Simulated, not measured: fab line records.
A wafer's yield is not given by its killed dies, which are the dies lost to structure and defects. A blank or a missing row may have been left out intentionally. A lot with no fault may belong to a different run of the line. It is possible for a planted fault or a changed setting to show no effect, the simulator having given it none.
fab line records | flow n5Finfet
record: lots: 11 | wafers: 33 | lastDay: 17
route steps=1938 shown BEOL_M0@727 MIM_BOT_LITHO@1865 MIM_BOT_ETCH@1867 PASSIVATION@1906
lots that met no fault: from a run of the same line without faults
startH: hours from the record's first day to the start of the lot's first wafer shown | waitH: how many hours have passed since the lot's step before this one | " same as the row above | L1.1+2: a single row standing in for several wafers | - no value present, or no start provided | * or withheld: withheld | < > ~ a bound
route shown NAME@n: names a module that has steps shown in the file, with the first one's number in the route | usual: the fault-free wafers' mean and standard deviation | same: alike in all rows | chamber/n: place in a boat | sites: each site's reading | _std_site: standard deviation of those values | _edge_site: mean of outer sites minus mean of inner sites | radiusMm: how far each site lies from the wafer's centre | mask NAME#n: copy n | behind: the tool/chamber that last shaped the wafer | hold: reason for holding the lot/hours on hold/outcome of the hold | device: whichever transistor did not switch (one of n, p or np) | end of line: the tests these same wafers got at the end of their route | where a step has no rows: the recipe by itself | killed: the dies lost at the first sort to structure and to defects; this is not the yield of the wafer | map: dies across one wafer; x = killed, . = not, _ = none there
set.NAME: the setting as run; set.NAME@STEP: as run at that earlier step | model.NAME: the simulator's own value behind a step, which no gauge read
one table for each step of the route and one row for each wafer, over a sample of lots
services: when a tool's chamber went out of use (startH, in hours from the record's first day, below 0 if earlier), for how many hours, and the reason
== steps ==
step: N5_BEOL_M0_STRIP_139
recipe: chemistry: postEtchResidueRemover | timeS: 60 | tempC: 25 | removerPh: withheld | removerWaterWtPct: withheld | removerFluorideWtPct: withheld
lot.wafer  | tool        | chamber | startH | waitH
L594.1+3+4 | wetBench-04 | 3,6,0   | 125.27 | 0.1
L595.2+3+5 | wetBench-01 | 6,2,5   | 126.59 | 0.1
L601.3+4+6 | wetBench-04 | 5,3,4   | 162.08 | 0.1
L607.3+5+6 | wetBench-02 | 4,5,1   | 199.57 | 0.2
L608.1+3+4 | wetBench-02 | 1,7,5   | 204.49 | 0.1
L610.2+3+5 | wetBench-04 | 4,3,5   | 219.15 | 0.1
L611.4+5+6 | wetBench-02 | 4,3,6   | 225.00 | 0.1
L612.3+4+5 | wetBench-01 | 2,5,4   | 226.35 | 0.1
L614.1+3+4 | wetBench-04 | 7,6,0   | 244.02 | 0.1
L615.1+3+5 | wetBench-01 | 3,6,7   | 252.85 | 0.1
L616.3+4+6 | wetBench-02 | 2,3,0   | 253.01 | 0.1
step: N5_MIM_BOT_LITHO_DESCUM_10
recipe: chemistry: O2 | timeS: 7.9 | sourcePowerW: 50 | biasPowerW: 20 | pressureMtorr: 20 | rfFrequencyHz: 2.712e+07 | tempC: 40 | o2FlowSccm: 225
usual: drypumpMotorCurrentA: 5.7/0.5 | oesProductAu: 0.79/0.092 | rfFwdPowerW: 49.67/0.21 | rfVppV: 242.8/1.5 | showerheadPlenumPTorr: 2.07/0.076 | throttleValvePct: 20.53/0.21
lot.wafer | tool       | chamber | startH | waitH | drypumpMotorCurrentA | oesProductAu | rfFwdPowerW | rfHoursCounterH | rfVppV | showerheadPlenumPTorr | throttleValvePct
L594.1    | rieDiel-04 | 3       | 273.48 | 0.0   | 4.9                  | 0.70         | 49.70       | 193             | 241.5  | 2.00                  | 20.78
L594.3    | "          | 0       | "      | "     | 6.0                  | 0.72         | 49.46       | 168             | 244.9  | 2.17                  | 20.56
L594.4    | "          | 1       | "      | "     | 5.8                  | 0.82         | 49.68       | 81              | 243.8  | 2.11                  | 20.67
L595.2    | rieDiel-05 | 3       | 283.61 | 0.0   | 5.4                  | 0.72         | 49.82       | 206             | 241.6  | 2.08                  | 20.57
L595.3    | "          | 0       | "      | "     | 5.7                  | 0.70         | 49.66       | 221             | 242.9  | 2.07                  | 20.88
L595.5    | "          | 1       | "      | "     | 6.1                  | 0.71         | 49.52       | -               | 241.6  | 1.96                  | 20.66
L601.3    | rieDiel-06 | 2       | 313.42 | 0.2   | 5.6                  | 0.84         | 49.36       | 66              | 244.8  | 2.13                  | 20.31
L601.4    | "          | 1       | "      | "     | 5.6                  | 0.71         | 50.13       | 230             | 240.5  | 1.91                  | 20.82
L601.6    | "          | 2       | "      | "     | 5.6                  | 0.85         | 49.42       | -               | 243.8  | 2.13                  | 20.32
L608.1    | rieDiel-05 | 1       | 351.00 | 0.0   | 6.1                  | 0.98         | 49.46       | 4               | 245.5  | 2.21                  | 20.47
L608.3    | "          | 2       | "      | "     | 6.5                  | 0.73         | 49.39       | 201             | 244.2  | 2.07                  | 20.44
L608.4    | "          | 1       | "      | "     | 6.1                  | 0.97         | 49.56       | -               | 246.1  | 2.21                  | 20.47
L610.2    | rieDiel-06 | 2       | 358.20 | 0.0   | 5.6                  | 0.82         | 49.71       | 82              | 242.8  | 2.12                  | 20.33
L610.3    | "          | 1       | "      | "     | 5.6                  | 0.69         | 49.50       | 248             | 239.4  | 1.90                  | 20.86
L610.5    | "          | 2       | "      | "     | 5.6                  | 0.83         | 49.87       | -               | 243.1  | 2.12                  | 20.33
L607.3    | rieDiel-05 | 2       | 365.52 | 0.1   | 6.5                  | 0.74         | 49.52       | 207             | 243.4  | 2.07                  | 20.45
L607.5    | "          | 2       | "      | "     | 6.5                  | 0.73         | 49.46       | -               | 243.4  | 2.07                  | 20.44
L607.6    | "          | 3       | "      | "     | 5.4                  | 0.71         | 49.87       | -               | 242.4  | 2.07                  | 20.63
L612.3    | rieDiel-04 | 2       | 366.42 | 0.0   | 4.9                  | 0.99         | 49.84       | 9               | 243.1  | 2.14                  | 20.20
L612.4    | "          | 0       | "      | "     | 6.0                  | 0.71         | 49.83       | 195             | 244.5  | 2.16                  | 20.59
L612.5    | "          | 1       | "      | "     | 5.8                  | 0.79         | 49.38       | -               | 244.6  | 2.10                  | 20.70
L611.4    | rieDiel-04 | 0       | 384.59 | 0.0   | 6.0                  | 0.70         | 49.40       | 202             | 246.0  | 2.16                  | 20.60
L611.5    | "          | 1       | "      | "     | 5.8                  | 0.78         | 49.42       | -               | 243.0  | 2.10                  | 20.73
L611.6    | "          | 2       | "      | "     | 4.8                  | 0.96         | 49.72       | -               | 243.1  | 2.14                  | 20.19
L615.1    | rieDiel-05 | 2       | 400.54 | 0.0   | 6.5                  | 0.71         | 49.40       | 220             | 241.8  | 2.07                  | 20.46
L615.3    | "          | 1       | "      | "     | 6.1                  | 0.92         | 49.61       | 24              | 243.0  | 2.21                  | 20.48
L615.5    | "          | 1       | "      | "     | 6.1                  | 0.93         | 49.68       | -               | 243.9  | 2.21                  | 20.47
L616.3    | rieDiel-05 | 2       | 405.46 | 0.0   | 6.5                  | 0.72         | 49.52       | 222             | 242.7  | 2.07                  | 20.47
L616.4    | "          | 3       | "      | "     | 5.4                  | 1.00         | 49.79       | 1               | 243.7  | 2.06                  | 20.19
L616.6    | "          | 2       | "      | "     | 6.5                  | 0.72         | 49.52       | -               | 241.8  | 2.07                  | 20.47
L614.1    | rieDiel-04 | 3       | 409.55 | 0.1   | 4.9                  | 0.68         | 49.54       | 232             | 240.7  | 1.98                  | 20.82
L614.3    | "          | 0       | "      | "     | 6.0                  | 0.69         | 49.97       | 213             | 244.1  | 2.15                  | 20.60
L614.4    | "          | 2       | "      | "     | 4.8                  | 0.94         | 49.60       | 24              | 243.6  | 2.14                  | 20.22
step: N5_MIM_BOT_ETCH_ETCH_03
recipe: chemistry: Cl2/BCl3 | targetDepthA: 120 | pressureMtorr: 8 | icpW: 800 | biasW: 100 | Cl2_flow_sccm: 20 | bcl3FlowSccm: 80
usual: drypumpMotorCurrentA: 5.5/0.31 | oesProductAu: 0.79/0.06 | rfFwdPowerW: 792.3/2.6 | throttleValvePct: 27.46/0.26
lot.wafer | tool        | chamber | startH | waitH | drypumpMotorCurrentA | oesProductAu | rfFwdPowerW | rfHoursCounterH | throttleValvePct
L594.1    | rieMetal-02 | 0       | 273.63 | 0.1   | 5.5                  | 0.76         | 794.6       | 53              | 27.04
L594.3    | "           | 1       | "      | "     | 5.8                  | 0.88         | 795.1       | -               | 27.72
L594.4    | "           | 0       | "      | "     | 5.5                  | 0.75         | 793.6       | -               | 27.04
L595.2    | rieMetal-02 | 1       | 283.76 | 0.1   | 5.7                  | 0.86         | 790.4       | 13              | 27.70
L595.3    | "           | 1       | "      | "     | 5.7                  | 0.88         | 794.5       | -               | 27.71
L595.5    | "           | 1       | "      | "     | 5.7                  | 0.87         | 795.2       | -               | 27.71
L601.3    | rieMetal-01 | 0       | 313.61 | 0.1   | 5.3                  | 0.84         | 797.2       | -               | 27.50
L601.4    | "           | 1       | "      | "     | 5.2                  | 0.76         | 790.1       | -               | 27.79
L601.6    | "           | 0       | "      | "     | 5.4                  | 0.84         | 794.4       | -               | 27.50
L608.1    | rieMetal-03 | 0       | 351.16 | 0.1   | 6.0                  | 0.71         | 789.6       | 76              | 27.47
L608.3    | "           | 0       | "      | "     | 6.0                  | 0.71         | 787.7       | -               | 27.48
L608.4    | "           | 1       | "      | "     | 5.2                  | 0.86         | 794.0       | -               | 27.22
L610.2    | rieMetal-02 | 0       | 358.36 | 0.1   | 5.5                  | 0.73         | 792.5       | 60              | 27.03
L610.3    | "           | 1       | "      | "     | 5.8                  | 0.84         | 797.1       | -               | 27.72
L610.5    | "           | 1       | "      | "     | 5.8                  | 0.84         | 795.8       | -               | 27.73
L607.3    | rieMetal-02 | 1       | 365.71 | 0.1   | 5.7                  | 0.85         | 791.6       | -               | 27.71
L607.5    | "           | 1       | "      | "     | 5.8                  | 0.84         | 792.6       | -               | 27.71
L607.6    | "           | 0       | "      | "     | 5.5                  | 0.72         | 790.1       | -               | 27.06
L612.3    | rieMetal-01 | 1       | 366.60 | 0.1   | 5.2                  | 0.76         | 792.4       | -               | 27.81
L612.4    | "           | 0       | "      | "     | 5.4                  | 0.83         | 789.1       | -               | 27.53
L612.5    | "           | 0       | "      | "     | 5.4                  | 0.82         | 795.4       | -               | 27.52
L611.4    | rieMetal-01 | 1       | 384.78 | 0.1   | 5.2                  | 0.74         | 794.4       | -               | 27.80
L611.5    | "           | 0       | "      | "     | 5.3                  | 0.82         | 789.4       | -               | 27.53
L611.6    | "           | 1       | "      | "     | 5.2                  | 0.75         | 793.1       | -               | 27.79
L615.1    | rieMetal-02 | 1       | 400.70 | 0.1   | 5.7                  | 0.83         | 788.3       | 23              | 27.73
L615.3    | "           | 0       | "      | "     | 5.5                  | 0.73         | 792.9       | -               | 27.05
L615.5    | "           | 0       | "      | "     | 5.5                  | 0.72         | 791.2       | -               | 27.06
L616.3    | rieMetal-02 | 0       | 405.64 | 0.1   | 5.4                  | 0.73         | 791.2       | -               | 27.06
L616.4    | "           | 1       | "      | "     | 5.8                  | 0.83         | 796.1       | -               | 27.72
L616.6    | "           | 1       | "      | "     | 5.8                  | 0.83         | 794.6       | -               | 27.73
L614.1    | rieMetal-03 | 1       | 409.70 | 0.1   | 5.1                  | 0.84         | 796.3       | 31              | 27.24
L614.3    | "           | 0       | "      | "     | 6.0                  | 0.70         | 787.5       | -               | 27.47
L614.4    | "           | 1       | "      | "     | 5.1                  | 0.84         | 796.3       | -               | 27.24
step: N5_PASSIVATION_OVL_MEAS_63
recipe: pointsPerWafer: 44
usual: PAD_OVL: -2/5.6
same: pointsPerWafer: 44
lot.wafer | tool       | chamber | startH | waitH | PAD_OVL[nm]
L594.1    | overlay-01 | 0       | 278.07 | 0.0   | -7
L594.3    | "          | 0       | "      | "     | -4
L594.4    | "          | 0       | "      | "     | -3
L595.2    | overlay-02 | 0       | 287.35 | 0.0   | 2
L595.3    | "          | 0       | "      | "     | 7
L595.5    | "          | 0       | "      | "     | -1
L601.3    | overlay-01 | 0       | 316.48 | 0.0   | -3
L601.4    | "          | 0       | "      | "     | -9
L601.6    | "          | 0       | "      | "     | -6
L608.1    | overlay-01 | 0       | 355.10 | 0.0   | 8
L608.3    | "          | 0       | "      | "     | 4
L608.4    | "          | 0       | "      | "     | 6
L610.2    | overlay-01 | 0       | 362.30 | 0.0   | 7
L610.3    | "          | 0       | "      | "     | -1
L610.5    | "          | 0       | "      | "     | -5
L607.3    | overlay-01 | 0       | 369.23 | 0.0   | -2
L607.5    | "          | 0       | "      | "     | -1
L607.6    | "          | 0       | "      | "     | 4
L612.3    | overlay-01 | 0       | 370.16 | 0.0   | -9
L612.4    | "          | 0       | "      | "     | -5
L612.5    | "          | 0       | "      | "     | -10
L611.4    | overlay-02 | 0       | 387.51 | 0.0   | -1
L611.5    | "          | 0       | "      | "     | -6
L611.6    | "          | 0       | "      | "     | 1
L615.1    | overlay-01 | 0       | 403.93 | 0.0   | 0
L615.3    | "          | 0       | "      | "     | -1
L615.5    | "          | 0       | "      | "     | 3
L616.3    | overlay-02 | 0       | 409.12 | 0.0   | -12
L616.4    | "          | 0       | "      | "     | 3
L616.6    | "          | 0       | "      | "     | -3
L614.1    | overlay-02 | 0       | 412.51 | 0.0   | 0
L614.3    | "          | 0       | "      | "     | 0
L614.4    | "          | 0       | "      | "     | 1
step: N5_PASSIVATION_PROBE_49
usual: defectLimitedYield: 91.6/1.2 | killed_at_M0_to_M3: 33/9.4 | killed_at_M4_up: 13/5.2 | killedAtContacts: 13/5.6 | killedAtFrontEnd: 37/9.5 | killedAtOther: 4/3.1 | killedDies: 99/15 | killedOnRim: 13/3.6 | killedOpen: 65/11 | killedShort: 32/7.5 | sort_bin_5_function: 4.9/0.77 | sort_bin_6_memory: 3.1/0.65 | sort_bin_8_speed: 0.01/0.056 | sortNPass: 1081/15 | sortYieldPct: 91.6/1.2
same: grossDies: 1180 | killedAtBackSide: 0 | sort_bin_4_leakage[%]: 0
lot.wafer | tool      | chamber | startH | waitH | defectLimitedYield[%] | killed_at_M0_to_M3 | killed_at_M4_up | killedAtContacts | killedAtFrontEnd | killedAtOther | killedDies | killedOnRim | killedOpen | killedShort | sort_bin_5_function[%] | sort_bin_6_memory[%] | sort_bin_8_speed[%] | sortNPass | sortYieldPct[%]
L601.3    | prober-01 | -       | 321.90 | 0.1   | 93.1                  | 30                 | 12              | 3                | 36               | 0             | 81         | 11          | 52         | 24          | 4.1                    | 2.3                  | 0                   | 1099      | 93.1
L601.4    | prober-01 | -       | 321.95 | 0.2   | 90.8                  | 31                 | 23              | 7                | 47               | 1             | 109        | 15          | 83         | 26          | 5.3                    | 3.8                  | 0                   | 1071      | 90.8
L601.6    | prober-01 | -       | 322.05 | 0.3   | 86.8                  | 93                 | 19              | 4                | 39               | 1             | 156        | 31          | 60         | 36          | 7.5                    | 3.5                  | 0                   | 1024      | 86.8
L608.1    | prober-01 | -       | 360.10 | 0.0   | 90.3                  | 51                 | 5               | 7                | 50               | 2             | 115        | 10          | 74         | 41          | 5.8                    | 3.6                  | 0                   | 1065      | 90.3
L608.3    | prober-01 | -       | 360.20 | 0.1   | 91.9                  | 40                 | 4               | 5                | 38               | 8             | 95         | 14          | 65         | 30          | 4.2                    | 3.6                  | 0                   | 1085      | 91.9
L610.3    | prober-01 | -       | 367.42 | 0.1   | 91.8                  | 42                 | 15              | 9                | 31               | 0             | 97         | 14          | 68         | 29          | 5.3                    | 2.6                  | 0                   | 1083      | 91.8
L612.3    | prober-01 | -       | 376.43 | 0.1   | 92.2                  | 32                 | 13              | 17               | 29               | 1             | 92         | 12          | 63         | 28          | 5.1                    | 2.5                  | 0                   | 1088      | 92.2
killed by level:class
L601.3 FIN_SAQP:geometricParticle:open=9 BEOL_M3:geometricParticle:open=8 BEOL_M2:geometricParticle:open=6 BEOL_M4:geometricParticle:open=5 BEOL_M0_SAQP:geometricParticle:short=5 BEOL_M0:geometricParticle:open=4 BEOL_M4:geometricParticle:short=4 STARTING-WAFER:geometricParticle:open=4
L601.4 STI_FIN_REVEAL:geometricParticle:open=15 BEOL_M3:geometricParticle:open=12 FIN_SAQP:geometricParticle:open=10 BEOL_M4:geometricParticle:open=9 BEOL_M5:geometricParticle:open=8 FIN_SAQP:geometricParticle:short=7 DUMMY_GATE:geometricParticle:open=6 BEOL_M0_SAQP:geometricParticle:open=6
L601.6 BEOL_M0:unspecified=60 FIN_SAQP:geometricParticle:short=12 BEOL_M0_SAQP:geometricParticle:open=10 BEOL_M0_SAQP:geometricParticle:short=8 STI_FIN_REVEAL:geometricParticle:open=7 BEOL_M4:geometricParticle:open=7 BEOL_M2:geometricParticle:open=6 BEOL_M3:geometricParticle:open=6
L608.1 BEOL_M3:geometricParticle:open=14 FIN_SAQP:geometricParticle:short=10 BEOL_M1:geometricParticle:open=9 DUMMY_GATE:geometricParticle:open=7 MOL_CONTACT_COAG:geometricParticle:open=7 BEOL_M0_SAQP:geometricParticle:short=7 STI_FIN_REVEAL:geometricParticle:open=6 BEOL_M0_SAQP:geometricParticle:open=6
L608.3 FIN_SAQP:geometricParticle:open=15 BEOL_M1:geometricParticle:open=14 BEOL_M1:geometricParticle:short=8 MOL_CONTACT_COAG:geometricParticle:open=5 BEOL_M0_SAQP:geometricParticle:open=5 BEOL_M0:geometricParticle:open=5 GATE_CUT:geometricParticle:short=4 BEOL_M2:geometricParticle:open=4
L610.3 BEOL_M3:geometricParticle:open=10 BEOL_M0_SAQP:geometricParticle:open=9 STARTING-WAFER:geometricParticle:open=7 MOL_CONTACT_COAG:geometricParticle:open=7 STI_FIN_REVEAL:geometricParticle:open=5 BEOL_M0_SAQP:geometricParticle:short=5 BEOL_M0:geometricParticle:open=5 BEOL_M4:geometricParticle:open=5
L612.3 MOL_CONTACT_COAG:geometricParticle:open=16 BEOL_M3:geometricParticle:open=10 FIN_SAQP:geometricParticle:short=6 STI_FIN_REVEAL:geometricParticle:open=5 BEOL_M0_SAQP:geometricParticle:open=5 STARTING-WAFER:geometricParticle:short=5 BEOL_M0_SAQP:geometricParticle:short=4 BEOL_M4:geometricParticle:open=4
== services ==
tool        | chamber | startH | hours | kind
rieMetal-02 | 1       | 101.61 | -     | clean
rieMetal-02 | 1       | 101.61 | 17.6  | scheduledDown
rieDiel-05  | -       | 130.49 | 0.3   | repair
rieDiel-04  | 0       | 167.03 | 32.6  | repair
wetBench-01 | -       | 189.71 | 35.6  | repair
rieDiel-04  | 3       | 191.39 | 5.6   | repair
rieMetal-01 | -       | 204.00 | 0.5   | repair
rieDiel-05  | -       | 219.24 | 0.6   | repair
rieDiel-06  | -       | 226.50 | 4.3   | pm
rieDiel-06  | 2       | 244.62 | 10.0  | repair
rieDiel-05  | 1       | 249.20 | 16.5  | repair
wetBench-02 | -       | 270.54 | 4.2   | repair
rieDiel-04  | 3       | 277.18 | 5.2   | repair
rieMetal-02 | -       | 281.58 | 1.0   | repair
rieMetal-02 | -       | 293.50 | 1.4   | pm
rieMetal-01 | -       | 311.40 | 1.4   | pm
rieDiel-04  | -       | 328.49 | 15.6  | pm
rieMetal-01 | -       | 351.44 | 0.4   | repair
rieDiel-04  | 3       | 371.95 | 7.3   | repair
wetBench-04 | -       | 379.38 | 4.0   | repair
rieDiel-06  | -       | 386.11 | 1.0   | repair
wetBench-02 | -       | 388.05 | 7.8   | repair
wetBench-04 | -       | 397.62 | 1.9   | pm
wetBench-01 | -       | 399.26 | 5.5   | repair
== key ==
firstSign: step: N5_PASSIVATION_PROBE_49 | reading: killed_at_M0_to_M3 | direction: up | sigmas: 6.4 | usual: 33 | struck: 93
effect: step: N5_PASSIVATION_PROBE_49 | reading: defectLimitedYield | direction: down | sigmas: 3.9 | usual: 91.6 | struck: 86.8
moreKillsBornAt: N5_BEOL_M0_STRIP_139@wetBench-04: 60
metAt N5_BEOL_M0_STRIP_139
struckLots L601
struckWafers L601.6
notActingAt N5_MIM_BOT_LITHO_DESCUM_10,N5_MIM_BOT_ETCH_ETCH_03,N5_PASSIVATION_OVL_MEAS_63
fault: kind: chamberParticleSource | tool: wetBench-04 | chamber: 4 | onsetH: 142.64 | steps: N5_BEOL_M0_STRIP_139 | ratePerVisitCm2: 1.8302 | endH: 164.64
